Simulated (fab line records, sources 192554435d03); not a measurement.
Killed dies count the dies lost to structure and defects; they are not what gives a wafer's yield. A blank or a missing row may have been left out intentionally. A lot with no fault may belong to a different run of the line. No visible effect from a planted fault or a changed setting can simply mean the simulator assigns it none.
Comparing a struck lot with a sound one    flow n5_finfet    37 out of 1938 route steps
Sound: wafers L852.1, L852.3, L852.6. Struck: wafer L859.4 (left out: L859.2, L859.5 of the same lot, which were not struck); the cause appears at the end.
For every step that has rows: the tool of each side, followed by ch and its chambers, followed by its first start. Under that, the readings that differ: sound wafers    struck wafers    difference of the means    sigmas: that difference in standard deviations of wafers without a fault.
alike: readings with means less than 2 such deviations apart, plus words and numbers identical on both sides. not compared: withheld readings, readings lacking a value on some wafer, bounds such as >300 that could conceal the same value, and numbers that have no deviation in the record and whose values overlap.
Wherever a step has rows on one side only, a row that says differs or no value, or a row with sigmas, the two part there. When numbers do not overlap yet have no deviation, they are printed without sigmas and do not part them. A reading missing from all wafers of one side parts the sides only when that side holds two or more wafers.

first, 9 steps without rows for these wafers: N5_BEOL_M5_COAT_05 (resist thk 30 nm); N5_BEOL_M5_EBR_07; N5_BEOL_M5_SOFTBAKE_06 (time 60 s); N5_BEOL_M5_EXPOSE_08 (exposes mask M5, target cd 28 nm); N5_BEOL_M5_PEB_09 (peb time 60 s); N5_BEOL_M5_DEVELOP_10 (develop time 30 s); N5_BEOL_M5_DESCUM_16 (chemistry O2, time 7 s); N5_BEOL_M5_ETCH_72 (etches underlayer in N2/H2, target depth 6.5 nm, time 5.2 s); N5_BEOL_M5_ETCH_61 (etches SiARC in CF4, target depth 15.6 nm, time 26 s).
N5_BEOL_M5_ETCH_62: etches SOC in N2/H2, target depth 75 nm, overetch 15 nm, time 112.5 s.
  sound on rie_diel-03 ch 0,2,3, day 9 21:30; struck on rie_diel-03 ch 0, day 17 21:37
reading                                     sound           struck  difference  sigmas
model.SiARC_of_BEOL_M5_COAT_60.thk_nm (nm)  6.8 6.8 6.8     4.2     -2.6        
model.BEOL_M5.cd_nm (nm)                    27.8 27.8 27.8  29.4    +1.6        
  alike: drypump_motor_current_A, oes_product_au, rf_vpp_V, showerhead_plenum_p_Torr, throttle_valve_pct
  not compared: rf_hours_counter_h
then, 5 steps without rows for these wafers: N5_BEOL_M5_STRIP_63 (strips in N2/H2); N5_BEOL_M5_STRIP_73 (strips in N2/H2); N5_BEOL_M5_STRIP_64 (strips in CF4); N5_BEOL_M5_HM_OPEN_17 (chemistry Cl2/BCl3, target TiN, target depth 20 nm, overetch 6 nm); N5_BEOL_M5_STRIP_19 (strips in O2).
N5_BEOL_M5_CD_MEAS_18: pitch 56 nm, target cd 28 nm.
  sound: cd_sem-02 at day 9 22:02; struck: cd_sem-01 at day 17 22:05
reading     sound              struck  difference  sigmas
cd_nm (nm)  27.98 28.09 27.67  29.40   +1.49       +6
then, 19 steps without rows for these wafers: N5_BEOL_M5_COAT_65 (time 60 s, resist thk 60 nm); N5_BEOL_M5_COAT_66 (time 60 s, resist thk 12 nm); N5_BEOL_M5_COAT_74 (time 60 s, resist thk 5 nm); N5_BEOL_M5_COAT_22 (resist thk 30 nm); N5_BEOL_M5_EBR_24; N5_BEOL_M5_SOFTBAKE_23 (time 60 s); N5_BEOL_M5_EXPOSE_25 (exposes mask V4, defocus 10 nm); N5_BEOL_M5_PEB_26 (peb time 60 s); N5_BEOL_M5_DEVELOP_27 (develop time 30 s); N5_BEOL_M5_DESCUM_33 (chemistry O2, time 7 s); N5_BEOL_M5_ETCH_75 (etches underlayer in N2/H2, target depth 6.5 nm, time 5.2 s); N5_BEOL_M5_ETCH_67 (etches SiARC in CF4, target depth 15.6 nm, time 26 s); N5_BEOL_M5_ETCH_68 (etches SOC in N2/H2, target depth 80 nm, overetch 16 nm, time 120 s); N5_BEOL_M5_STRIP_69 (strips in N2/H2); N5_BEOL_M5_STRIP_76 (strips in N2/H2); N5_BEOL_M5_VIA_ETCH_34 (etches SiCOH lowk in C4F6/O2, target depth 88.3 nm, time 39.2 s); N5_BEOL_M5_STRIP_85 (strips in C4F6/O2); N5_BEOL_M5_STRIP_36 (strips in N2/H2); N5_BEOL_M5_TRENCH_ETCH_37 (etches SiCOH lowk in C4F6/O2, target depth 71.652 nm, time 24.7 s).
N5_BEOL_M5_ETCH_41: etches SiCN in CH3F/O2, target depth 31.5 nm, time 56.7 s.
  sound on rie_diel-01 ch 0,1,2; struck on rie_diel-03 ch 3
reading                   sound         struck  difference  sigmas
model.BEOL_M5.cd_nm (nm)  27.6 28 27.8  29.4    +1.6        
  alike: drypump_motor_current_A, oes_product_au, rf_vpp_V, showerhead_plenum_p_Torr, throttle_valve_pct
  not compared: rf_hours_counter_h
-- record jumps: 5 days separate the struck wafers' starts on either side; left off in module BEOL_M5, taken up again in module PASSIVATION, whose first shown step is the route's number 1936 --
N5_PASSIVATION_PROBE_49:
  rows exist in the record for the struck wafers here (prober-01, day 22 13:15), but not for the sound ones

## WHERE THEY PART
At N5_BEOL_M5_CD_MEAS_18 first; at N5_PASSIVATION_PROBE_49 last (within this record only).

WHY: whatever the simulator had introduced
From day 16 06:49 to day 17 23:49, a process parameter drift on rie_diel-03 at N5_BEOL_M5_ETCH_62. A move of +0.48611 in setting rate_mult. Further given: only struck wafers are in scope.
